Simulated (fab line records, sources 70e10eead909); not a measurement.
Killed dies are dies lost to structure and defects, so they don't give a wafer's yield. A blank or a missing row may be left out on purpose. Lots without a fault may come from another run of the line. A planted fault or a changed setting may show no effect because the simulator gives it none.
Chamber matching | flow nand_harc | NHARC_A_CHANNEL_FILL_D2_ALD_25 on ald_hk-02: 4 sister chambers
The step deposits SiOx, target thk 60 nm, pulse time 10 s, ald cycles 600. 8 wafers are shown with their chamber, then 8 later ones without.

WAFERS WITH THEIR CHAMBER
wafer  | chamber | heater_power_w (W) | susceptor_temp_C (C)
L086.3 | 2       | 423                | 300.13
L088.3 | 1       | 444                | 299.86
L088.5 | 0       | 538                | 299.97
L088.6 | 3       | 543                | 299.93
L090.1 | 2       | 409                | 300.09
L090.2 | 1       | 440                | 299.90
L090.4 | 0       | 534                | 300.29
L092.4 | 3       | 532                | 299.78

WAFERS WITHOUT THEIR CHAMBER
wafer  | heater_power_w (W) | susceptor_temp_C (C)
L092.1 | 428                | 299.89
L092.5 | 542                | 300.10
L095.1 | 514                | 300.31
L095.2 | 525                | 299.86
L095.4 | 429                | 299.50
L096.3 | 550                | 299.74
L096.2 | 511                | 299.96
L096.6 | 435                | 299.85

WHICH CHAMBER EACH WENT THROUGH
wafer  | from the rows above     | in truth
L092.1 | can't be placed: 1 or 2 | 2
L092.5 | can't be placed: 0 or 3 | 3
L095.1 | can't be placed: 0 or 3 | 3
L095.2 | can't be placed: 3 or 0 | 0
L095.4 | can't be placed: 1 or 2 | 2
L096.3 | can't be placed: 3 or 0 | 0
L096.2 | can't be placed: 0 or 3 | 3
L096.6 | 1                       | 1
Placed correctly: 1 of 8. Can't be placed from these rows: 7 (the true chamber is among the candidates in 7). Placed wrongly: 0.
How it was worked out, from the rows above alone: a wafer's distance from a chamber is the root of the sum, over the readings, of the square of ((its reading less the chamber's mean) divided by the reading's scatter). The wafer belongs to the nearest chamber; if the next one is less than 2 further off, it can't be placed. A chamber's mean is the mean of its shown wafers. The scatter: the root of (the sum of the squares of (reading less its chamber's mean) over the shown wafers, divided by (wafers less chambers)).
